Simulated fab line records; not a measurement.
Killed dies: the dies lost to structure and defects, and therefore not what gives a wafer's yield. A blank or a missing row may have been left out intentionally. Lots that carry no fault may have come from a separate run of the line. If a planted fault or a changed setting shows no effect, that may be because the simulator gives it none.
A struck lot beside a sound one / flow n5-finfet / 17 steps out of a route of 1938
Sound: these wafers, L405.1, L405.2, L405.4. Struck: wafer L414.1 (left out: L414.5, L414.6 of the same lot, which were not struck); the cause appears at the end.
Order at every step that has rows: each side's tool, ch and its chambers, its first start. Under that, the readings that differ: sound wafers / struck wafers / difference of the means / sigmas: that difference in standard deviations of wafers without a fault.
alike: a reading whose means differ by less than 2 such deviations, as well as words and numbers matching on both sides. not compared: withheld readings; readings where some wafer has no value; bounds like >300 that might hide an equal value; numbers whose values overlap and for which the record gives no deviation.
Wherever a step has rows on one side only, a row that says differs or no value, or a row with sigmas, the two part there. Non-overlapping numbers with no deviation appear without sigmas and do not part them. A reading missing from all wafers of one side parts the sides only when that side holds two or more wafers.

first, 2 steps without rows for these wafers: N5_GATE_CUT_CUT_ETCH_55 (etches HfO2 in BCl3, target depth 3.2 nm); N5_GATE_CUT_ETCH_47 (etches SiO2 in Cl2/BCl3, target depth 10 nm).
N5_GATE_CUT_VAPOR_ETCH_48: etches TiN in BCl3/Cl2.
  sound on rie-metal-02 ch 1, day 6 09:49; struck on rie-metal-01 ch 1, day 8 14:15
  alike: drypump-motor-current-A, he-backside-leak-sccm, oes-product-au
N5_GATE_CUT_VAPOR_ETCH_49: etches TiAlC in BCl3/Cl2.
  sound on rie-metal-02 ch 1, day 6 09:53; struck on rie-metal-01 ch 1, day 8 14:17
  alike: drypump-motor-current-A, he-backside-leak-sccm, oes-product-au
N5_GATE_CUT_VAPOR_ETCH_51: etches HfO2 in BCl3/Cl2.
  sound on rie-metal-02 ch 1, day 6 09:56; struck on rie-metal-01 ch 1, day 8 14:19
reading=drypump-motor-current-A (A); sound=6.1 6.1 6.1; struck=5.2; difference=-0.9; sigmas=-2
  alike: he-backside-leak-sccm, oes-product-au
then, 3 steps without rows for these wafers: N5_GATE_CUT_STRIP_21 (strips in N2/H2, time 30 s); N5_GATE_CUT_STRIP_29 (strips in post etch residue remover, time 60 s); N5_GATE_CUT_SRD_52 (time 30 s).
N5_GATE_CUT_ALD_22: deposits SiNx, target thk 16 nm, pulse time 1 s, ald cycles 320.
  sound on ald-sin-01 ch 0,2,3, day 6 10:10; struck on ald-sin-01 ch 0, day 8 15:11
  alike: heater-power-w, precursor-pulse-height-rel
N5_GATE_CUT_CMP_23: polishes, stops on SiO2, t overpolish 23.4 s, target thk 16 nm.
  sound on cmp-02 ch 0,1,2, day 6 11:42; struck on cmp-04 ch 0, day 8 16:40
  alike: motor-current-A, overpolish-run-s, time-to-endpoint-s
N5_GATE_CUT_THK_MEAS_24:
  sound on film-metro-01 at day 6 11:58; struck on film-metro-02 at day 8 16:58
  alike: GC_FILL_THK
then, 1 step without rows for these wafers: N5_GATE_CUT_CMP_43 (polishes SiO2).
N5_GATE_CUT_CMP_61: polishes, stops on SiNx, t overpolish 3 s.
  sound on cmp-03 ch 0,2,3, day 6 12:28; struck on cmp-03 ch 1, day 8 17:34
  alike: motor-current-A
N5_GATE_CUT_INSPECT_26: inspects for defects (darkfield).
  sound on defect-inspect-02 at day 6 12:42; struck on defect-inspect-01 at day 8 17:43
reading=raw-defect-count; sound=37 34 29; struck=1116; difference=+1083; sigmas=+68
then, 1 step without rows for these wafers: N5_MOL_CONTACT_COAG_COAT_103 (time 60 s, resist thk 80 nm).
-- the record jumps here: 4 days lie between the struck wafers' starts before and after (it left off in module MOL_CONTACT_COAG and takes up again in module BEOL_M4, whose first step shown is number 1111 of the route) --
N5_BEOL_M4_RC_MEAS_101:
  sound on prober-01 ch 0, day 10 16:50; struck on prober-01 ch 0, day 12 16:43
  alike: DIBL_N, DIBL_P, IOFF_N, IOFF_P, ION_N, ION_P, SS_N, SS_P, VT_N, VT_P
-- here the record skips 4 days between the struck wafers' starts before and after, leaving off in module BEOL_M4 and picking up in module PASSIVATION (first step shown: number 1936 of the route) --
N5_PASSIVATION_PROBE_49:
  only the struck wafers here have rows in the record (prober-02, day 16 16:32); the sound ones have none

== WHERE THEY PART ==
Earliest at N5_GATE_CUT_VAPOR_ETCH_51; latest, in this record, at N5_PASSIVATION_PROBE_49.

WHY: the cause the simulator had injected
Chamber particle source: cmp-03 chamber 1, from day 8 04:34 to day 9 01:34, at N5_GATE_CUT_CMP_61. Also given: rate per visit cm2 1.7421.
